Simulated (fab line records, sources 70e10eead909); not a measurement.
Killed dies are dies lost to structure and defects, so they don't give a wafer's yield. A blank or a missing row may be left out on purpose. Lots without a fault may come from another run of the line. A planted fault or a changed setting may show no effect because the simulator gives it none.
Which tool did it? | flow nand_harc | 15 lots, 45 wafers sampled, at 3 steps of a route of 1302

WHAT THE GAUGES READ, wafer by wafer
NHARC_A_M1_CD_MEAS_09: target cd 120 nm.
lot  | measured     | on        | cd_nm (nm)
L230 | day 22 21:07 | cd_sem-03 | 119.9 119.9 119.5
L231 | day 23 01:01 | cd_sem-02 | 119.9 117.1 118.9
L233 | day 24 09:18 | cd_sem-01 | 120.8 121.0 120.3
L232 | day 24 09:58 | cd_sem-01 | 119.9 119.3 119.1
L235 | day 24 20:07 | cd_sem-01 | 118.8 119.5 120.3
L237 | day 25 13:55 | cd_sem-01 | 119.5 119.8 120.9
L236 | day 25 14:10 | cd_sem-03 | 120.7 120.6 120.0
L245 | day 28 23:37 | cd_sem-01 | 119.9 118.5 119.6
L246 | day 29 12:59 | cd_sem-01 | 119.8 117.8 120.0
L247 | day 30 13:30 | cd_sem-03 | 120.0 120.2 121.3
L251 | day 31 04:22 | cd_sem-02 | 120.2 120.3 119.8
L249 | day 31 05:50 | cd_sem-02 | 120.7 120.6 120.2
L250 | day 31 09:42 | cd_sem-03 | 119.9 120.0 120.4
L252 | day 31 21:13 | cd_sem-03 | 118.6 120.9 121.6
L253 | day 32 11:17 | cd_sem-02 | 119.7 119.9 120.7

NHARC_A_M1_INSPECT_11.
lot  | measured     | on                | raw_defect_count
L230 | day 22 21:14 | defect_inspect-01 | 67 62 65
L231 | day 23 01:08 | defect_inspect-02 | 96 109 92
L233 | day 24 09:25 | defect_inspect-01 | 87 109 109
L232 | day 24 10:06 | defect_inspect-02 | 57 58 76
L235 | day 24 20:14 | defect_inspect-02 | 110 108 123
L237 | day 25 14:02 | defect_inspect-01 | 29 27 23
L236 | day 25 14:17 | defect_inspect-01 | 158 168 156
L245 | day 28 23:44 | defect_inspect-02 | 19 31 37
L246 | day 29 13:07 | defect_inspect-01 | 137 136 149
L247 | day 30 13:38 | defect_inspect-02 | 74 70 70
L251 | day 31 04:29 | defect_inspect-01 | 28 41 32
L249 | day 31 05:57 | defect_inspect-01 | 115 134 110
L250 | day 31 09:49 | defect_inspect-01 | 121 124 121
L252 | day 31 21:20 | defect_inspect-02 | 71 86 78
L253 | day 32 11:25 | defect_inspect-01 | 111 89 97

WHICH TOOL RAN EACH LOT (tool, then ch and the chambers of the sampled wafers, then the start)
lot  | NHARC_A_M0_ANNEAL_30
L230 | rtp_anneal-01 ch 0, day 22 18:57
L231 | rtp_anneal-02 ch 0, day 22 22:49
L233 | rtp_anneal-01 ch 0, day 24 05:02
L232 | rtp_anneal-01 ch 0, day 24 07:54
L235 | rtp_anneal-01 ch 0, day 24 17:58
L237 | rtp_anneal-01 ch 0, day 25 11:41
L236 | rtp_anneal-02 ch 0, day 25 12:07
L245 | rtp_anneal-02 ch 0, day 28 21:42
L246 | rtp_anneal-02 ch 0, day 29 10:46
L247 | rtp_anneal-02 ch 0, day 30 11:17
L251 | rtp_anneal-01 ch 0, day 31 02:11
L249 | rtp_anneal-01 ch 0, day 31 03:48
L250 | rtp_anneal-01 ch 0, day 31 07:31
L252 | rtp_anneal-01 ch 0, day 31 19:09
L253 | rtp_anneal-01 ch 0, day 32 09:13
- NHARC_A_M0_ANNEAL_30: time 90 s.

WHAT THE TOOLS THEMSELVES READ (means of the sampled wafers that have a number; where no wafer has one, the mark that the record gives instead)
NHARC_A_M0_ANNEAL_30.
lot  | tool          | wafer_temp_C_max
L230 | rtp_anneal-01 | 225.61
L231 | rtp_anneal-02 | 225.92
L233 | rtp_anneal-01 | 225.46
L232 | rtp_anneal-01 | 225.66
L235 | rtp_anneal-01 | 225.72
L237 | rtp_anneal-01 | 225.82
L236 | rtp_anneal-02 | 226.09
L245 | rtp_anneal-02 | 225.94
L246 | rtp_anneal-02 | 226.18
L247 | rtp_anneal-02 | 225.98
L251 | rtp_anneal-01 | 225.48
L249 | rtp_anneal-01 | 225.70
L250 | rtp_anneal-01 | 225.51
L252 | rtp_anneal-01 | 225.66
L253 | rtp_anneal-01 | 225.63

THE ANSWER, worked out from the rows above alone
Rule: what is usual is taken from the lots themselves. Put in order of their means at a reading, lots are off if they are a third of the lots or fewer, leave a main group of 4 or more, and stand apart from it by a gap of 3 or more times the standard deviation of the main group's means; of several such gaps the widest counts. A main group whose means are all the same, to the digits that the tables above print for the reading, isn't used. A lot without any number at a reading at which 4 lots or more have one is off too. The other lots that the step has rows for count as sound. The gauges are gone through in route order, then the tools' own readings, and for those a lot's mean is taken as printed above. The first step at which some lot is off is used, and at that step the reading that is off furthest; a lot without a number counts as furthest.
No lot is off at any reading shown: from this, nothing can be told.

WHAT THE SIMULATOR HAD PUT IN
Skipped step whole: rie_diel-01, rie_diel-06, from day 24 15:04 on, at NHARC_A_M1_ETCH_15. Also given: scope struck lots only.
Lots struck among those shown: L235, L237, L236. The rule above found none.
